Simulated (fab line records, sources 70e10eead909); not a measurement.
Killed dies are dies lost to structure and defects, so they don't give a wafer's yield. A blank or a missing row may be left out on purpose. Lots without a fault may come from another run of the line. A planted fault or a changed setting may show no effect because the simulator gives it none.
fab line records | flow nand_harc
record lots=6 wafers=18 last_day=32
route steps=1302 shown A_M0@1156 A_M1@1169 END@1302
lots that met no fault: from a run of the same line without faults
start_h: hours from the record's first day to the start of the lot's first wafer shown | wait_h: hours since the lot's step before | " the same as in the row above | L1.1+2: a row that stands for several wafers | - no value, or no start given | * or withheld: withheld | < > ~ a bound
route shown NAME@n: a module of which the file shows steps, and the number in the route of the first | usual: mean/standard deviation of fault-free wafers | same: alike in all rows | chamber/n: place in a boat | sites: the reading at each site | _std_site: their standard deviation | _edge_site: outer sites' mean less inner sites' | radius_mm: how far each site lies from the wafer's centre | mask NAME#n: copy n | behind: the tool/chamber that last shaped the wafer | hold: why the lot was held/for how many hours/how that ended | device: the transistor (n, p or np) that didn't switch | end of line: the same wafers' tests at the end of the route | a step without rows: its recipe alone | killed: dies lost to structure and defects at the first sort, not the wafer's yield | map: a wafer's dies, x killed, . not, _ none there
set.NAME: the setting as run; set.NAME@STEP: as run at that earlier step | model.NAME: the simulator's own value behind a step, which no gauge read
lots at some steps of the route; a table a step, a row a wafer
services: from which hour (start_h, from the record's first day; less than 0 if before it) a tool's chamber was out of use, for how many hours, and why
## steps
# step NHARC_A_M0_DEGAS_28
# recipe temp_c=250 time_s=60
# usual heater_power_w=325/34
# columns lot.wafer tool chamber start_h wait_h heater_power_w
L125.4 pvd_sputter-02 - 534.24 - 367
L125.3 " - " " 322
L125.6 " - " " 296
L135.3 pvd_sputter-01 - 642.48 - 311
L135.2 " - " " 371
L135.5 " - " " 342
L138.3 pvd_sputter-01 - 644.90 - 332
L138.4 " - " " 321
L138.1 " - " " 270
L140.1 pvd_sputter-02 - 673.27 - 364
L140.3 " - " " 293
L140.6 " - " " 373
L144.2 pvd_sputter-02 - 725.43 - 331
L144.3 " - " " 297
L144.1 " - " " 291
L145.2 pvd_sputter-02 - 731.89 - 321
L145.4 " - " " 292
L145.5 " - " " 283
# step NHARC_A_M0_PRE_CLEAN_29
# recipe time_s=30 temp_c=280 gas=H2/He
# usual heater_power_w=396/43
# columns lot.wafer tool chamber start_h wait_h heater_power_w
L125.4 pvd_sputter-02 - - - 343
L125.3 " - " " 407
L125.6 " - " " 350
L135.2 pvd_sputter-01 - - - 450
L135.3 " - " " 393
L135.5 " - " " 404
L138.1 pvd_sputter-01 - - - 448
L138.3 " - " " 406
L138.4 " - " " 387
L140.1 pvd_sputter-02 - - - 348
L140.3 " - " " 455
L140.6 " - " " 358
L144.1 pvd_sputter-02 - - - 394
L144.2 " - " " 351
L144.3 " - " " 456
L145.4 pvd_sputter-02 - - - 395
L145.2 " - " " 365
L145.5 " - " " 342
# step NHARC_A_M0_PVD_20
# recipe target_thk_a=50 bias_v=168.6 power_w=15000 chamber_pressure_pa=0.12 time_s=8.06 substrate_temp_c=50 material=TaN
# step NHARC_A_M0_PVD_21
# recipe target_thk_a=300 chamber_pressure_pa=5 power_w=5000 substrate_temp_c=30 time_s=20.49 material=Cu
# step NHARC_A_M0_ECD_22
# recipe target_thk_a=4000 bath_temp_c=25 material=Cu
# step NHARC_A_M0_ANNEAL_30
# recipe temp_c=225 time_s=90
# usual wafer_temp_C_max=225.94/0.26
# columns lot.wafer tool chamber start_h wait_h wafer_temp_C_max
L125.3 rtp_anneal-01 0 535.07 - 225.84
L125.4 " 0 " " 225.62
L125.6 " 0 " " 225.42
L135.2 rtp_anneal-02 0 643.26 0.4 226.17
L135.3 " 0 " " 226.24
L135.5 " 0 " " 226.15
L138.1 rtp_anneal-01 0 645.65 0.3 225.67
L138.3 " 0 " " 225.93
L138.4 " 0 " " 225.80
L140.1 rtp_anneal-02 0 674.01 0.3 226.13
L140.3 " 0 " " 226.05
L140.6 " 0 " " 226.21
L144.1 rtp_anneal-01 0 726.19 - 225.77
L144.2 " 0 " " 225.97
L144.3 " 0 " " 225.84
L145.2 rtp_anneal-02 0 732.69 0.3 226.24
L145.4 " 0 " " 225.88
L145.5 " 0 " " 225.90
# step NHARC_A_M0_CMP_23
# recipe t_overpolish_s=20 target_thk_nm=113.75
# usual motor_current_A=12.0/0.9 time_to_endpoint_s=29.1/2.8
# columns lot.wafer tool chamber start_h wait_h motor_current_A time_to_endpoint_s
L125.4 cmp-01 1 535.31 - 12.5 31.5
L125.3 " 3 " " 13.3 36.1
L125.6 " 1 " " 12.8 32.0
L135.3 cmp-03 0 643.58 - 11.6 30.6
L135.2 " 2 " " 11.8 29.9
L135.5 " 3 " " 10.8 35.8
L138.4 cmp-01 3 645.99 - 13.5 29.5
L138.3 " 0 " " 12.4 28.6
L138.1 " 2 " " 10.8 29.5
L140.1 cmp-01 3 674.38 - 12.8 30.1
L140.3 " 1 " " 12.7 29.0
L140.6 " 2 " " 10.6 31.5
L144.1 cmp-01 1 726.54 - 12.3 28.2
L144.2 " 2 " " 10.6 29.9
L144.3 " 3 " " 13.8 27.6
L145.2 cmp-04 3 733.01 - 11.4 29.7
L145.4 " 1 " " 13.3 29.6
L145.5 " 2 " " 12.7 30.0
# step NHARC_A_M0_THK_MEAS_24
# recipe thk_meas_gauge=xrf
# usual thk_nm=113.9/1.4
# columns lot.wafer tool chamber start_h wait_h thk_nm
L125.3 film_metro-02 - 535.62 - 114.9
L125.4 " - " " 115.4
L125.6 " - " " 116.1
L135.2 film_metro-01 - 643.87 - 112.6
L135.3 " - " " 115.9
L135.5 " - " " 116.2
L138.1 film_metro-02 - 646.30 - 114.4
L138.3 " - " " 113.7
L138.4 " - " " 114.6
L140.1 film_metro-02 - 674.67 - 114.5
L140.3 " - " " 115.1
L140.6 " - " " 113.7
L144.1 film_metro-01 - 726.86 - 113.4
L144.2 " - " " 111.1
L144.3 " - " " 113.2
L145.2 film_metro-02 - 733.30 - 111.8
L145.4 " - " " 114.6
L145.5 " - " " 111.8
# step NHARC_A_M0_SRD_25
# step NHARC_A_M0_INSPECT_27
# usual raw_defect_count=519/130
# columns lot.wafer tool chamber start_h wait_h raw_defect_count
L125.3 defect_inspect-01 - 535.78 0.0 428
L125.4 " - " " 342
L125.6 " - " " 406
L135.2 defect_inspect-02 - 644.03 0.0 431
L135.3 " - " " 318
L135.5 " - " " 393
L138.1 defect_inspect-02 - 646.46 0.0 588
L138.3 " - " " 539
L138.4 " - " " 462
L140.1 defect_inspect-02 - 674.84 0.0 501
L140.3 " - " " 477
L140.6 " - " " 549
L144.1 defect_inspect-02 - 727.01 0.0 475
L144.2 " - " " 420
L144.3 " - " " 343
L145.2 defect_inspect-02 - 733.45 0.0 632
L145.4 " - " " 816
L145.5 " - " " 567
# step NHARC_A_M0_PRE_CLEAN_31
# recipe time_s=12 temp_c=370 rf_power_w=300 gas=NH3
# usual heater_power_outer_w=375/64 heater_power_w=644/99 rf_fwd_power_W=292.6/0.87
# columns lot.wafer tool chamber start_h wait_h heater_power_outer_w heater_power_w rf_fwd_power_W
L125.3 pecvd-01 2 535.85 0.1 261 464 293.0
L125.4 " 0 " " 437 776 290.9
L125.6 " 1 " " 488 845 291.8
L135.2 pecvd-02 0 644.09 0.1 327 590 291.4
L135.3 " 2 " " 394 614 291.7
L135.5 " 1 " " 370 675 292.2
L138.3 pecvd-03 0 646.53 0.1 313 537 291.9
L138.1 " 1 " " 321 577 293.6
L138.4 " 2 " " 383 700 293.0
L140.3 pecvd-02 0 675.24 0.4 334 593 292.7
L140.1 " 1 " " 359 632 293.0
L140.6 " 1 " " 357 627 293.1
L144.2 pecvd-02 0 727.08 0.1 292 524 293.4
L144.3 " 1 " " 387 645 293.5
L144.1 " 2 " " 454 693 292.3
L145.2 pecvd-02 2 733.53 0.1 473 703 291.3
L145.5 " 1 " " 347 604 293.9
L145.4 " 2 " " 475 730 291.8
# step NHARC_A_M0_DEP_32
# recipe target_thk_a=300 temp_c=370 target_thk_nm=30 pressure_torr=3 flow_sccm=200 rf_w=450 material=SiCN
# usual heater_power_outer_w=335/67 heater_power_w=590/100 rf_fwd_power_W=449.2/1.4
# columns lot.wafer tool chamber start_h wait_h heater_power_outer_w heater_power_w rf_fwd_power_W
L125.3 pecvd-01 2 535.92 0.1 265 456 450.8
L125.4 " 0 " " 352 664 449.0
L125.6 " 1 " " 454 785 447.8
L135.2 pecvd-02 0 644.17 0.1 251 469 448.6
L135.3 " 2 " " 432 674 448.1
L135.5 " 1 " " 293 551 447.8
L138.3 pecvd-03 0 646.61 0.1 337 558 447.7
L138.1 " 1 " " 286 514 446.6
L138.4 " 2 " " 362 672 449.0
L140.3 pecvd-02 0 675.35 0.1 283 522 449.9
L140.1 " 1 " " 349 619 450.7
L140.6 " 1 " " 351 595 451.3
L144.2 pecvd-02 0 727.16 0.1 268 481 449.4
L144.3 " 1 " " 309 550 447.8
L144.1 " 2 " " 402 619 448.8
L145.2 pecvd-02 2 733.64 0.1 416 628 450.8
L145.5 " 1 " " 314 564 448.7
L145.4 " 2 " " 412 643 449.4
# step NHARC_A_M1_DEP_00
# recipe target_thk_a=1825 target_thk_nm=182.5 temp_c=withheld pressure_torr=5 flow_sccm=200 rf_w=600 material=SiOC
# step NHARC_A_M1_DEHYDRATE_01
# recipe temp_c=150 time_s=120
# step NHARC_A_M1_HMDS_02
# recipe time_s=30
# step NHARC_A_M1_COAT_34
# recipe temp_c=200 time_s=65
# step NHARC_A_M1_COAT_03
# recipe spin_rpm=1500 resist_thk_nm=90
# step NHARC_A_M1_SOFTBAKE_04
# recipe temp_c=105 time_s=55
# step NHARC_A_M1_EBR_05
# step NHARC_A_M1_EXPOSE_06
# recipe na=1.35 target_cd_nm=120 dose_mj=75.13 mask_id=A_M1
# step NHARC_A_M1_PEB_07
# recipe peb_temp_c=100 peb_time_s=65
# step NHARC_A_M1_DEVELOP_08
# recipe develop_time_s=35 dev_temp_c=23
# step NHARC_A_M1_CD_MEAS_09
# recipe target_cd_nm=120 landing_energy_ev=500
# usual cd_nm=119.9/0.59
# columns lot.wafer tool chamber start_h wait_h cd_nm
L125.3 cd_sem-03 0 537.06 - 120.2
L125.4 " 0 " " 119.8
L125.6 " 0 " " 120.4
L135.2 cd_sem-01 0 645.43 - 119.7
L135.3 " 0 " " 119.0
L135.5 " 0 " " 119.4
L138.1 cd_sem-03 0 647.74 - 119.5
L138.3 " 0 " " 120.3
L138.4 " 0 " " 120.4
L140.1 cd_sem-03 0 676.41 - 119.8
L140.3 " 0 " " 119.9
L140.6 " 0 " " 120.4
L144.1 cd_sem-02 0 728.43 - 119.3
L144.2 " 0 " " 119.6
L144.3 " 0 " " 118.8
L145.2 cd_sem-03 0 734.99 - 120.7
L145.4 " 0 " " 120.1
L145.5 " 0 " " 120.2
# step NHARC_A_M1_OVL_MEAS_10
# recipe pitch_nm=240
# usual overlay_x_nm=0.1/0.7 overlay_y_nm=0.2/0.84
# columns lot.wafer tool chamber start_h wait_h overlay_x_nm overlay_y_nm
L125.3 overlay-01 - 537.14 - 0.4 -0.4
L125.4 " - " " 0.2 -0.2
L125.6 " - " " 0.3 0.3
L135.2 overlay-02 - 645.51 - 0.1 -1.7
L135.3 " - " " 0.6 -1.2
L135.5 " - " " -0.1 -1.6
L138.1 overlay-02 - 647.82 - 0.0 -1.1
L138.3 " - " " 0.3 -0.8
L138.4 " - " " 0.6 -0.9
L140.1 overlay-01 - 676.49 - -0.8 -0.7
L140.3 " - " " -1.1 0.5
L140.6 " - " " -1.2 0.4
L144.1 overlay-02 - 728.52 - 0.7 1.0
L144.2 " - " " 0.9 0.9
L144.3 " - " " 1.3 1.0
L145.2 overlay-02 - 735.07 - -0.8 0.2
L145.4 " - " " -1.7 0.6
L145.5 " - " " -0.5 0.5
# step NHARC_A_M1_INSPECT_11
# usual raw_defect_count=84/37
# columns lot.wafer tool chamber start_h wait_h raw_defect_count
L125.3 defect_inspect-01 - 537.18 0.0 18
L125.4 " - " " 21
L125.6 " - " " 27
L135.2 defect_inspect-01 - 645.55 0.0 83
L135.3 " - " " 83
L135.5 " - " " 97
L138.1 defect_inspect-01 - 647.86 0.0 142
L138.3 " - " " 167
L138.4 " - " " 146
L140.1 defect_inspect-02 - 676.53 0.0 78
L140.3 " - " " 74
L140.6 " - " " 69
L144.1 defect_inspect-01 - 728.56 0.0 1295
L144.2 " - " " 128
L144.3 " - " " 103
L145.2 defect_inspect-02 - 735.11 0.0 1215
L145.4 " - " " 1200
L145.5 " - " " 58
# step NHARC_A_M1_DESCUM_14
# recipe time_s=3 o2_flow_sccm=200 ar_flow_sccm=0 bias_power_w=0 chemistry=O2
# step NHARC_END_SORT_01
# recipe temp_c=25
# usual defect_limited_yield=90.9/2.8 killed_at_array=57/20 killed_at_other=1.3/1.4 killed_at_periphery=3.4/2.4 killed_dies=61/19 killed_open=2.9/1.8 killed_short=2.5/1.6
# same gross_dies=677
# columns lot.wafer tool chamber start_h wait_h defect_limited_yield[%] killed_at_array killed_at_other killed_at_periphery killed_dies killed_open killed_short
L125.3 prober-02 0 578.65 3.1 97.3 17 0 1 18 3 0
L125.4 prober-02 0 579.46 3.4 96.3 22 0 3 25 4 2
L125.6 prober-02 0 581.08 4.1 96.9 21 0 0 21 3 1
L138.1 prober-02 0 679.94 2.5 88.2 77 1 2 80 1 1
L138.3 prober-02 0 681.56 3.1 84.9 100 1 1 102 3 2
L138.4 prober-02 0 682.37 3.4 84.8 103 0 0 103 1 2
L135.2 prober-01 0 680.70 2.8 91.0 59 0 2 61 5 1
L135.3 prober-01 0 681.49 3.1 90.3 60 0 6 66 4 1
L135.5 prober-01 0 683.08 3.7 88.8 74 0 2 76 1 2
L144.1 prober-01 0 770.57 2.5 87.0 84 1 3 88 3 4
L145.2 prober-02 0 771.37 2.8 88.2 77 0 3 80 5 3
L145.4 prober-02 0 772.98 3.4 86.3 90 2 1 93 7 1
L145.5 prober-02 0 773.79 3.7 91.7 53 1 2 56 6 3
# killed by level:class
L125.3 A_CHANNEL_HOLE_D2:chamber_film_flake=10 P_CONTACT:geometric_particle:open=1 A_DECK1_JOINT:geometric_particle:open=1 A_M0:geometric_particle:open=1 A_ZERO_WELL:chamber_film_flake=1 A_CHANNEL_HOLE_D1:chamber_film_flake=1 A_CHANNEL_FILL_D2:chamber_film_flake=1 A_WL_FILL:chamber_film_flake=1
L125.4 A_CHANNEL_HOLE_D2:chamber_film_flake=9 A_DECK1_JOINT:chamber_film_flake=2 A_CHANNEL_FILL_D2:chamber_film_flake=2 A_BONDPAD:chamber_film_flake=2 P_CONTACT:geometric_particle:open=1 A_ONON_D1:geometric_particle:open=1 A_CHANNEL_FILL_D1:geometric_particle:short=1 A_CHANNEL_FILL_D1:geometric_particle:open=1
L125.6 A_CHANNEL_HOLE_D2:chamber_film_flake=9 A_STAIRCASE:chamber_film_flake=5 A_BLC:geometric_particle:open=2 A_STAIRCASE:geometric_particle:open=1 A_WL_FILL:geometric_particle:short=1 A_DECK1_JOINT:chamber_film_flake=1 A_CHANNEL_FILL_D2:chamber_film_flake=1 A_CONTACT:chamber_film_flake=1
L138.1 A_SLIT:chamber_film_flake=30 A_CHANNEL_HOLE_D1:chamber_film_flake=22 A_CHANNEL_HOLE_D2:chamber_film_flake=12 A_SGD_CUT:chamber_film_flake=5 A_WL_FILL:chamber_film_flake=3 A_M1:chamber_film_flake=2 P_CONTACT:geometric_particle:open=1 A_WL_FILL:geometric_particle:short=1
L135.2 A_CHANNEL_HOLE_D1:chamber_film_flake=30 A_CHANNEL_HOLE_D2:chamber_film_flake=13 A_CONTACT:chamber_film_flake=7 A_WL_FILL:geometric_particle:open=2 A_ZERO_WELL:chamber_film_flake=2 P_CONTACT:geometric_particle:open=1 A_CHANNEL_FILL_D2:geometric_particle:open=1 A_WL_FILL:geometric_particle:short=1
L135.3 A_CHANNEL_HOLE_D1:chamber_film_flake=27 A_CHANNEL_HOLE_D2:chamber_film_flake=18 A_CONTACT:chamber_film_flake=5 A_STAIRCASE:chamber_film_flake=4 P_ZERO_WELL:chamber_film_flake=3 A_M1:chamber_film_flake=3 P_GATE:geometric_particle:open=1 P_CONTACT:geometric_particle:open=1
L138.3 A_SLIT:chamber_film_flake=35 A_CHANNEL_HOLE_D1:chamber_film_flake=27 A_CHANNEL_HOLE_D2:chamber_film_flake=24 A_SGD_CUT:chamber_film_flake=5 P_CONTACT:geometric_particle:open=1 A_ONON_D1:geometric_particle:short=1 A_DECK1_JOINT:geometric_particle:open=1 A_DECK1_JOINT:geometric_particle:short=1
L138.4 A_CHANNEL_HOLE_D1:chamber_film_flake=38 A_SLIT:chamber_film_flake=32 A_CHANNEL_HOLE_D2:chamber_film_flake=15 A_SGD_CUT:chamber_film_flake=4 A_WL_FILL:chamber_film_flake=4 A_STAIRCASE:chamber_film_flake=2 A_CONTACT:chamber_film_flake=2 A_M1:chamber_film_flake=2
L135.5 A_CHANNEL_HOLE_D1:chamber_film_flake=40 A_CHANNEL_HOLE_D2:chamber_film_flake=17 A_CONTACT:chamber_film_flake=7 A_SLIT:chamber_film_flake=5 A_CHANNEL_FILL_D1:geometric_particle:short=1 A_CHANNEL_FILL_D1:geometric_particle:open=1 A_M0:geometric_particle:short=1 P_ZERO_WELL:chamber_film_flake=1
L144.1 A_M0:unspecified=38 A_CHANNEL_HOLE_D2:chamber_film_flake=13 A_SLIT:chamber_film_flake=12 A_CONTACT:chamber_film_flake=7 A_CHANNEL_HOLE_D1:chamber_film_flake=4 A_DECK1_JOINT:geometric_particle:short=2 A_CHANNEL_FILL_D2:chamber_film_flake=2 P_M0:geometric_particle:short=1
L145.2 A_M0:unspecified=38 A_CHANNEL_HOLE_D1:chamber_film_flake=12 A_CHANNEL_HOLE_D2:chamber_film_flake=12 A_SLIT:chamber_film_flake=7 P_GATE:geometric_particle:open=2 P_CONTACT:geometric_particle:open=1 A_ONON_D1:geometric_particle:open=1 A_ONON_D1:geometric_particle:short=1
L145.4 A_M0:unspecified=39 A_CHANNEL_HOLE_D2:chamber_film_flake=24 A_CHANNEL_HOLE_D1:chamber_film_flake=9 A_SLIT:chamber_film_flake=5 A_CONTACT:chamber_film_flake=3 A_DECK1_JOINT:geometric_particle:open=2 A_CHANNEL_FILL_D2:geometric_particle:open=2 A_STAIRCASE:chamber_film_flake=2
L145.5 A_CHANNEL_HOLE_D2:chamber_film_flake=27 A_CHANNEL_HOLE_D1:chamber_film_flake=13 A_SLIT:chamber_film_flake=6 P_CONTACT:geometric_particle:open=1 P_M2:geometric_particle:open=1 A_CHANNEL_FILL_D1:geometric_particle:open=1 A_CHANNEL_HOLE_D2:geometric_particle:open=1 A_CHANNEL_HOLE_D2:geometric_particle:short=1
## services
# columns tool chamber start_h hours kind
pvd_sputter-01 - 527.98 5.3 repair
cmp-04 - 536.91 4.3 repair
pecvd-03 - 547.04 13.0 pm
cmp-03 - 554.15 4.0 pm
cmp-01 - 558.87 1.4 repair
cmp-03 - 562.54 2.0 repair
cmp-01 - 564.31 5.2 repair
cmp-03 - 567.59 0.5 repair
pvd_sputter-01 - 582.00 10.0 pm
cmp-01 - 584.33 1.9 repair
pecvd-02 - 589.55 13.0 pm
cmp-01 - 590.08 4.0 pm
cmp-01 - 599.78 0.9 repair
cmp-04 - 601.17 4.0 pm
pecvd-01 - 624.61 0.8 repair
pvd_sputter-02 - 638.00 10.0 pm
cmp-03 - 652.15 4.0 pm
pecvd-03 - 656.17 0.4 repair
pecvd-01 - 673.27 13.0 pm
cmp-04 - 686.19 0.9 repair
cmp-01 - 688.08 4.0 pm
pecvd-03 - 728.04 13.0 pm
pvd_sputter-01 - 730.29 0.8 repair
pecvd-01 0 732.04 4.3 repair
## key
first_sign step=NHARC_A_M1_INSPECT_11 reading=raw_defect_count direction=up sigmas=31 usual=84 struck=1237
more_kills_born_at NHARC_A_M0_DEP_32@pecvd-02=115
met_at NHARC_A_M0_DEP_32
struck_wafers L144.1,L145.2,L145.4
onset_between 644.17 727.16
fault kind=chamber_particle_source tool=pecvd-02 chamber=2 onset_h=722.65 steps=NHARC_A_M0_DEP_32 rate_per_visit_cm2=1.7107 end_h=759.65
